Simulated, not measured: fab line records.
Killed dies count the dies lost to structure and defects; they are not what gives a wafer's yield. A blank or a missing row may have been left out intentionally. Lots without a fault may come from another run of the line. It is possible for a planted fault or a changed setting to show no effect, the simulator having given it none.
A lot that was struck, set against a sound lot	flow nandHarc	14 steps out of a route of 1302
Sound: wafers L513.3, L513.4, L513.5. Wafers L506.3, L506.5, L506.6 were the ones struck. The cause comes at the end.
For every step that has rows: the tool of each side, followed by ch and its chambers, followed by its first start. Under that, the readings that differ: sound wafers	struck wafers	difference of the means	sigmas: that difference in standard deviations of wafers without a fault.
alike: words and numbers the same on both sides, and readings whose means are apart by under 2 such deviations; not compared: readings that were withheld, readings missing a value for some wafer, numbers with overlapping values and no deviation given by the record, and bounds like >300 which may hide the same value.
Wherever a step has rows on one side only, a row that says differs or no value, or a row with sigmas, the two part there. Numbers that have no deviation but don't overlap get no sigmas and don't part them. Lack of a reading on every wafer of one side parts them only where that side has two or more wafers.

first, 4 steps without rows for these wafers: NHARC_A_ZERO_WELL_STRIP_14 (strips in SPM, time 900 s); NHARC_A_ZERO_WELL_IMPLANT_15; NHARC_A_ZERO_WELL_PRECLEAN_22 (cleans in SC1, time 60 s); NHARC_A_ZERO_WELL_SRD_23.
NHARC_A_ZERO_WELL_RTA_16: time 10 s.
  sound on rtpAnneal-01 ch 0, day 15 17:17; struck on rtpAnneal-01 ch 0, day 12 20:28
  alike: lampPowerPct, lamp_zone_3_pct, lamp_zone_4_pct, lamp_zone_7_pct, wafer_temp_C_max
NHARC_A_ZERO_WELL_INSPECT_17:
  struck on defectInspect-02, day 12 20:37; sound on defectInspect-01, day 15 17:25
  alike: rawDefectCount
then, 3 steps without rows for these wafers: NHARC_A_SOURCE_PLATE_PRECLEAN_00 (cleans in HF-LAST, time 60 s); NHARC_A_SOURCE_PLATE_SRD_01; NHARC_A_SOURCE_PLATE_OXIDE_02 (material SiO2, target thk 10 nm, ox time 1362 s).
NHARC_A_SOURCE_PLATE_THK_MEAS_09: measures by ellipsometry.
  struck on filmMetro-01, day 13 01:15; sound on filmMetro-02, day 16 00:46
reading	sound	struck	difference	sigmas
thkNm (nm)	9.8 7.5 8.7	10.4 11.5 10.6	+2.2	+2
then, 1 step without rows for these wafers: NHARC_A_SOURCE_PLATE_PVD_04 (deposits WSi2, target thk 50 nm).
NHARC_A_SOURCE_PLATE_CVD_03: deposits poly-Si, target thk 200 nm, time 4000 s.
  sound on lpcvdPoly-02 ch 0, day 16 03:20; struck on lpcvdPoly-02 ch 0, day 13 03:49
reading	sound	struck	difference	sigmas
spikeTcBottomC (C)	645.7 644.9 645.7	660.9 661.6 661.4	+15.9	+8
spikeTcCentreC (C)	619.3 620.0 619.3	636.1 635.6 636.9	+16.7	+12
spikeTcLowerC (C)	619.0 621.1 619.7	633.5 635.9 636.6	+15.4	+14
spikeTcTopC (C)	639.8 640.0 640.6	655.1 655.3 653.1	+14.4	+6
spikeTcUpperC (C)	623.1 621.3 622.6	637.5 637.9 637.7	+15.4	+11
  alike: zonePowerLowerPct
then, 1 step without rows for these wafers: NHARC_A_SOURCE_PLATE_ANNEAL_05 (time 1800 s).
NHARC_A_SOURCE_PLATE_THK_MEAS_06: measures by ellipsometry.
  struck on filmMetro-02, day 13 16:37; sound on filmMetro-02, day 16 13:50
reading	sound	struck	difference	sigmas
thkNm (nm)	198.7 197.9 200.4	287.6 287.3 285.7	+87.9	+40

== WHERE THEY PART ==
Last at NHARC_A_SOURCE_PLATE_THK_MEAS_06 as far as this record goes, first at NHARC_A_SOURCE_PLATE_THK_MEAS_09.

WHY: the cause the simulator had injected
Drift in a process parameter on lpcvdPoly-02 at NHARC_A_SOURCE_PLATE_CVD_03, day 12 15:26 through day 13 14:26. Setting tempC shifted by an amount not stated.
